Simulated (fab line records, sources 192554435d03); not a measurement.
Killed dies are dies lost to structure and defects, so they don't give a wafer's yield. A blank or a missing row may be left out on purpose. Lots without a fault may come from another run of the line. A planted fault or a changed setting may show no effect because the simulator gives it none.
fab line records | flow n5_finfet
record lots=11 wafers=30 last_day=17
route steps=1938 shown BEOL_M0@735 BEOL_M4@1111 PASSIVATION@1936
lots that met no fault: from a run of the same line without faults
start_h: hours from the record's first day to the start of the lot's first wafer shown | wait_h: hours since the lot's step before | " the same as in the row above | L1.1+2: a row that stands for several wafers | - no value, or no start given | * or withheld: withheld | < > ~ a bound
route shown NAME@n: a module of which the file shows steps, and the number in the route of the first | usual: mean/standard deviation of fault-free wafers | same: alike in all rows | chamber/n: place in a boat | sites: the reading at each site | _std_site: their standard deviation | _edge_site: outer sites' mean less inner sites' | radius_mm: how far each site lies from the wafer's centre | mask NAME#n: copy n | behind: the tool/chamber that last shaped the wafer | hold: why the lot was held/for how many hours/how that ended | device: the transistor (n, p or np) that didn't switch | end of line: the same wafers' tests at the end of the route | a step without rows: its recipe alone | killed: dies lost to structure and defects at the first sort, not the wafer's yield | map: a wafer's dies, x killed, . not, _ none there
set.NAME: the setting as run; set.NAME@STEP: as run at that earlier step | model.NAME: the simulator's own value behind a step, which no gauge read
steps of the route over a sample of lots; a table a step, a row a wafer
services: from which hour (start_h, from the record's first day; less than 0 if before it) a tool's chamber was out of use, for how many hours, and why
## steps
# step N5_BEOL_M0_ANNEAL_117
# recipe temp_c=400 time_s=60 ambient=vacuum
# usual heater_power_w=873/74
# same time_s=60
# columns lot.wafer tool chamber start_h wait_h heater_power_w
L667.2 pvd_sputter-03 - 116.20 0.0 948
L667.4 " - " " 830
L667.5 " - " " 815
L668.1 pvd_sputter-01 - 127.80 0.0 839
L668.3 " - " " 692
L668.6 " - " " 698
L669.1 pvd_sputter-02 - 131.82 0.0 908
L669.2 " - " " 918
L669.3 " - " " 835
L670.2 pvd_sputter-02 - 132.56 0.0 929
L670.3 " - " " 931
L670.6 " - " " 945
L671.2 pvd_sputter-02 - 143.42 0.0 849
L671.3 " - " " 942
L671.5 " - " " 921
L672.1 pvd_sputter-03 - 148.00 0.0 783
L672.4 " - " " 831
L672.6 " - " " 775
L680.5 pvd_sputter-01 - 199.59 0.0 923
L680.6 " - " " 853
L681.5 pvd_sputter-03 - 204.95 0.0 841
L681.6 " - " " 957
L684.1 pvd_sputter-02 - 221.23 0.0 923
L684.3 " - " " 926
L684.5 " - " " 925
L685.1 pvd_sputter-03 - 228.11 0.0 808
L685.2 " - " " 941
L685.6 " - " " 845
L689.1 pvd_sputter-02 - 246.46 0.0 965
L689.5 " - " " 861
# step N5_BEOL_M0_SPUTTER_132
# recipe material=Cu target_thk_a=40 temp_c=-20 chamber_pressure_pa=0.07 power_w=withheld time_s=7.37
# usual throttle_valve_pct=30.2/1.4
# same time_s=7.37
# columns lot.wafer tool chamber start_h wait_h throttle_valve_pct
L667.2 pvd_sputter-03 - 116.24 0.0 29.7
L667.4 " - " " 31.6
L667.5 " - " " 31.6
L668.1 pvd_sputter-01 - 127.84 0.0 30.9
L668.3 " - " " 28.3
L668.6 " - " " 28.1
L669.1 pvd_sputter-02 - 131.86 0.0 27.7
L669.2 " - " " 31.4
L669.3 " - " " 32.0
L670.2 pvd_sputter-02 - 132.60 0.0 31.5
L670.3 " - " " 27.8
L670.6 " - " " 27.8
L671.2 pvd_sputter-02 - 143.46 0.0 31.9
L671.3 " - " " 27.8
L671.5 " - " " 31.6
L672.1 pvd_sputter-03 - 148.04 0.0 28.9
L672.4 " - " " 31.5
L672.6 " - " " 29.0
L680.5 pvd_sputter-01 - 199.65 0.0 28.4
L680.6 " - " " 30.1
L681.5 pvd_sputter-03 - 205.01 0.0 31.2
L681.6 " - " " 29.8
L684.1 pvd_sputter-02 - 221.27 0.0 31.5
L684.3 " - " " 27.5
L684.5 " - " " 27.2
L685.1 pvd_sputter-03 - 228.15 0.0 31.4
L685.2 " - " " 29.7
L685.6 " - " " 31.5
L689.1 pvd_sputter-02 - 246.50 0.0 30.2
L689.5 " - " " 32.0
# step N5_BEOL_M0_ECD_118
# recipe material=Cu target_thk_a=3000
# columns lot.wafer tool chamber start_h wait_h
L667.2+4+5 ecd_cu-01 0 116.60 0.1
L668.1+3+6 ecd_cu-02 0 128.20 0.1
L669.1+2+3 ecd_cu-02 0,1,0 132.23 0.1
L670.2+3+6 ecd_cu-01 0,1,1 132.95 0.1
L671.2+3+5 ecd_cu-01 0,1,0 143.82 0.1
L672.1+4+6 ecd_cu-01 1 148.39 0.1
L680.5+6 ecd_cu-01 1,0 200.01 0.1
L681.5+6 ecd_cu-01 0,1 205.36 0.1
L684.1+3+5 ecd_cu-02 0,1,0 221.63 0.1
L685.1+2+6 ecd_cu-02 1,0,1 228.51 0.1
L689.1+5 ecd_cu-02 0 246.86 0.1
# step N5_BEOL_M0_ANNEAL_119
# recipe temp_c=225 time_s=90 ambient=N2
# usual wafer_temp_C_max=225.82/0.29
# same time_s=90
# columns lot.wafer tool chamber start_h wait_h wafer_temp_C_max
L667.2 rtp_anneal-01 0 116.83 0.2 225.42
L667.4 " 0 " " 225.50
L667.5 " 0 " " 225.38
L668.1 rtp_anneal-01 0 128.28 0.1 225.61
L668.3 " 0 " " 225.67
L668.6 " 0 " " 225.55
L669.1 rtp_anneal-01 0 132.30 0.1 225.88
L669.2 " 0 " " 225.64
L669.3 " 0 " " 226.19
L670.2 rtp_anneal-02 0 133.08 0.1 225.62
L670.3 " 0 " " 225.39
L670.6 " 0 " " 225.78
L671.2 rtp_anneal-02 0 143.94 0.1 226.05
L671.3 " 0 " " 225.99
L671.5 " 0 " " 225.96
L672.1 rtp_anneal-01 0 148.73 0.3 225.72
L672.4 " 0 " " 225.48
L672.6 " 0 " " 225.79
L680.5 rtp_anneal-02 0 200.24 0.2 225.98
L680.6 " 0 " " 226.00
L681.5 rtp_anneal-02 0 205.58 0.2 226.19
L681.6 " 0 " " 226.60
L684.1 rtp_anneal-02 0 221.70 0.1 226.03
L684.3 " 0 " " 226.11
L684.5 " 0 " " 225.94
L685.1 rtp_anneal-02 0 228.59 0.1 225.63
L685.2 " 0 " " 226.17
L685.6 " 0 " " 226.11
L689.1 rtp_anneal-02 0 246.94 0.1 225.65
L689.5 " 0 " " 225.78
# step N5_BEOL_M0_CMP_120
# recipe stop_on=SiOC t_overpolish_s=6.9 down_force_psi=1 platen_rpm=50 clearing_platen_down_force_psi=1.5 clearing_platen_rpm=50 post_cmp_clean=cu_alkaline clearing_platen_pad_velocity_m_s=0.99484 pad_velocity_m_s=0.99484
# usual head_pressure_psi=1.0000/0.0022 motor_current_A=5.9/0.67 pad_life_wafers=986/580 time_to_endpoint_s=65/3.5
# columns lot.wafer tool chamber start_h wait_h head_pressure_psi motor_current_A pad_life_wafers time_to_endpoint_s
L667.4 cmp-04 2 117.14 0.2 0.9987 5.3 565 66
L667.2 " 3 " " 0.9982 6.0 566 68
L667.5 " 1 " " 1.0000 5.9 - 67
L668.1 cmp-03 3 128.77 0.4 1.0013 6.6 1664 60
L668.3 " 0 " " 0.9982 5.9 1665 62
L668.6 " 1 " " 1.0032 6.7 - 66
L669.2 cmp-03 2 132.71 0.3 1.0019 6.1 1692 60
L669.3 " 0 " " 0.9995 5.5 1694 62
L669.1 " 1 " " 0.9995 6.5 1695 67
L670.2 cmp-04 0 133.33 0.2 0.9983 5.5 672 65
L670.3 " 2 " " 0.9975 5.0 674 67
L670.6 " 1 " " 0.9983 6.1 - 69
L671.2 cmp-03 3 144.23 0.2 0.9998 7.0 1777 62
L671.3 " 1 " " 1.0018 6.3 1779 62
L671.5 " 3 " " 0.9941 6.8 - 59
L672.4 cmp-01 1 149.04 0.1 0.9964 5.8 1488 70
L672.1 " 0 " " 0.9996 5.7 1491 68
L672.6 " 1 " " 1.0004 6.4 - 72
L680.6 cmp-04 3 200.51 0.2 1.0031 6.2 - 51
L680.5 " 0 " " 0.9998 5.4 - 51
L681.6 cmp-03 2 205.85 0.2 1.0005 6.4 - 43
L681.5 " 3 " " 1.0021 6.4 - 45
L684.3 cmp-03 1 222.04 0.2 1.0005 6.3 319 66
L684.1 " 2 " " 0.9994 6.3 320 63
L684.5 " 0 " " 1.0013 5.7 - 65
L685.2 cmp-03 0 228.88 0.2 1.0018 5.5 360 62
L685.1 " 2 " " 0.9981 6.3 362 58
L685.6 " 1 " " 0.9967 6.2 - 64
L689.1 cmp-01 1 247.32 0.3 0.9995 6.5 296 65
L689.5 " 3 " " 0.9995 4.8 - 61
# step N5_BEOL_M4_RC_MEAS_101
# usual DIBL_N=37.1/1.9 DIBL_P=37.2/2.3 IOFF_N=0.18/0.04 IOFF_P=0.23/0.044 ION_N=682/11 ION_P=468/8.6 SS_N=71.9/0.68 SS_P=73.5/0.74 VT_N=248/3.4 VT_P=-248/3.4
# columns lot.wafer tool chamber start_h wait_h DIBL_N[mV/V] DIBL_P[mV/V] IOFF_N[nA/um] IOFF_P[nA/um] ION_N[uA/um] ION_P[uA/um] SS_N[mV/dec] SS_P[mV/dec] VT_N[mV] VT_P[mV]
L667.2 prober-01 0 170.05 0.2 38.1 37.9 0.19 0.25 676 471 71.6 73.4 248 -247
L667.4 " 0 " " 35.5 34.4 0.13 0.20 668 460 71.4 72.3 254 -250
L667.5 " 0 " " 38.4 37.7 0.19 0.25 679 465 72.1 73.3 250 -248
L668.1 prober-02 0 170.25 0.0 39.1 38.0 0.19 0.24 673 463 72.1 74.4 250 -250
L668.3 " 0 " " 36.4 34.9 0.14 0.20 675 468 71.3 73.4 251 -251
L668.6 " 0 " " 38.4 36.1 0.16 0.22 668 461 72.4 73.8 248 -249
L670.2 prober-02 0 187.97 0.2 38.1 37.6 0.21 0.31 687 479 72.3 74.1 246 -240
L670.3 " 0 " " 35.6 34.7 0.15 0.24 673 473 71.4 73.8 248 -245
L670.6 " 0 " " 35.8 34.2 0.16 0.24 680 473 70.9 73.1 247 -246
L671.2 prober-01 0 190.67 0.2 36.9 36.5 0.16 0.24 675 468 72.0 73.9 249 -244
L671.3 " 0 " " 37.0 37.8 0.17 0.28 681 473 72.5 74.3 250 -245
L671.5 " 0 " " 34.1 34.2 0.12 0.20 673 469 70.9 72.2 253 -248
L669.1 prober-02 0 191.06 0.2 33.6 34.6 0.13 0.19 662 461 71.1 73.4 254 -249
L669.2 " 0 " " 35.1 36.4 0.16 0.22 683 468 71.5 74.3 251 -245
L669.3 " 0 " " 34.7 36.5 0.15 0.22 676 475 71.6 73.2 252 -249
L672.1 prober-01 0 192.99 0.0 40.9 38.9 0.24 0.29 696 474 72.2 73.9 242 -246
L672.4 " 0 " " 38.7 35.7 0.19 0.22 677 460 71.5 72.8 246 -248
L672.6 " 0 " " 39.4 37.6 0.19 0.25 678 463 71.9 73.9 248 -248
L680.5 prober-01 0 243.14 0.6 37.9 37.9 0.20 0.28 696 480 71.8 73.4 245 -246
L680.6 " 0 " " 37.2 36.3 0.18 0.24 676 460 71.7 73.3 248 -246
L681.5 prober-02 0 246.72 0.6 37.7 38.8 0.21 0.26 691 469 72.6 73.4 245 -247
L681.6 " 0 " " 37.1 35.7 0.19 0.21 663 458 72.6 73.1 248 -251
L684.1 prober-02 0 265.64 0.0 38.1 37.8 0.16 0.21 685 469 71.9 73.6 250 -252
L684.3 " 0 " " 37.3 37.4 0.18 0.22 687 471 72.5 73.9 247 -251
L684.5 " 0 " " 37.4 37.3 0.16 0.21 676 470 72.7 72.8 251 -251
L685.1 prober-01 0 280.75 0.0 38.3 37.5 0.19 0.26 698 484 71.2 74.0 245 -244
L685.2 " 0 " " 40.2 38.8 0.24 0.30 688 465 72.5 74.3 244 -245
L685.6 " 0 " " 40.9 40.6 0.25 0.33 693 476 72.6 73.9 244 -244
L689.1 prober-01 0 294.81 0.0 36.3 37.3 0.19 0.26 689 471 72.2 73.4 246 -245
L689.5 " 0 " " 32.8 33.6 0.13 0.20 652 457 71.2 71.7 253 -250
# step N5_PASSIVATION_PROBE_49
# usual defect_limited_yield=91.5/1.4 killed_at_M0_to_M3=32/9.7 killed_at_M4_up=14/5.3 killed_at_contacts=11/6 killed_at_front_end=39/14 killed_at_other=3.3/2.7 killed_dies=100/17 killed_open=66/13 killed_short=32/7.4 sort_bin_4_leakage=0.02/0.16 sort_bin_5_function=4.9/0.9 sort_bin_6_memory=3.2/0.72 sort_bin_8_speed=0.00/0.0071 sort_n_pass=1080/17 sort_yield_pct=91.5/1.4
# same gross_dies=1180 killed_at_back_side=0
# columns lot.wafer tool chamber start_h wait_h defect_limited_yield[%] killed_at_M0_to_M3 killed_at_M4_up killed_at_contacts killed_at_front_end killed_at_other killed_dies killed_open killed_short sort_bin_4_leakage[%] sort_bin_5_function[%] sort_bin_6_memory[%] sort_bin_8_speed[%] sort_n_pass sort_yield_pct[%]
L680.5 prober-01 - 337.59 0.2 93.6 32 14 5 20 4 75 54 20 0 3.8 2.0 0 1105 93.6
L680.6 prober-01 - 337.64 0.3 92.7 25 19 15 23 4 86 57 29 0 3.6 3.2 0 1094 92.7
L681.5 prober-01 - 342.94 0.2 91.4 28 9 25 35 5 102 73 29 0 5.3 3.3 0 1078 91.4
# killed by level:class
L680.5 BEOL_M3:geometric_particle:open=10 BEOL_M0_SAQP:geometric_particle:open=9 STI_FIN_REVEAL:geometric_particle:open=7 BEOL_M0_SAQP:geometric_particle:short=7 MOL_CONTACT_COAG:geometric_particle:open=5 BEOL_M5:geometric_particle:open=4 FIN_SAQP:geometric_particle:open=3 FIN_SAQP:geometric_particle:short=3
L680.6 MOL_CONTACT_COAG:geometric_particle:open=14 BEOL_M4:geometric_particle:open=10 BEOL_M0_SAQP:geometric_particle:short=8 BEOL_M0_SAQP:geometric_particle:open=6 FIN_SAQP:geometric_particle:short=4 FIN_SAQP:geometric_particle:open=4 GATE_CUT:geometric_particle:short=4 BEOL_M3:geometric_particle:open=4
L681.5 MOL_CONTACT_COAG:geometric_particle:open=21 BEOL_M2:geometric_particle:open=12 FIN_SAQP:geometric_particle:open=8 BEOL_M0_SAQP:geometric_particle:short=6 BEOL_M4:geometric_particle:open=4 FIN_SAQP:geometric_particle:short=4 MOL_CONTACT_COAG:geometric_particle:short=4 BEOL_M1:geometric_particle:open=4
## services
# columns tool chamber start_h hours kind
cmp-03 - 102.60 1.9 repair
ecd_cu-01 - 123.85 0.3 repair
cmp-01 - 135.13 4.9 pm
pvd_sputter-03 - 139.16 3.7 repair
cmp-01 - 148.55 0.2 repair
cmp-04 - 158.74 3.8 repair
ecd_cu-02 - 179.17 5.5 pm
cmp-03 - 184.14 4.0 pm
cmp-03 - 188.14 - consumable_replace:conditioner
cmp-03 - 188.14 - consumable_replace:pad
cmp-01 - 211.87 4.0 pm
cmp-01 - 215.87 - consumable_replace:conditioner
cmp-01 - 215.87 - consumable_replace:pad
cmp-04 - 219.35 4.8 pm
cmp-04 - 230.39 0.8 repair
cmp-04 - 244.50 5.0 repair
## key
first_sign step=N5_BEOL_M0_CMP_120 reading=time_to_endpoint_s direction=down sigmas=5 usual=* struck=*
effect none on later readings
met_at N5_BEOL_M0_ECD_118
struck_lots L680,L681
struck_wafers L680.5,L680.6,L681.5,L681.6
not_acting_at N5_BEOL_M0_ANNEAL_117,N5_BEOL_M0_SPUTTER_132,N5_BEOL_M0_ANNEAL_119
onset_between 148.39 200.01
fault kind=process_parameter_drift tool=ecd_cu-01 chamber=- onset_h=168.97 steps=N5_BEOL_M0_ECD_118 channel=target_thk_a offset=* shape=step end_h=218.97 scope=struck_wafers_only acts_in=* stated=*
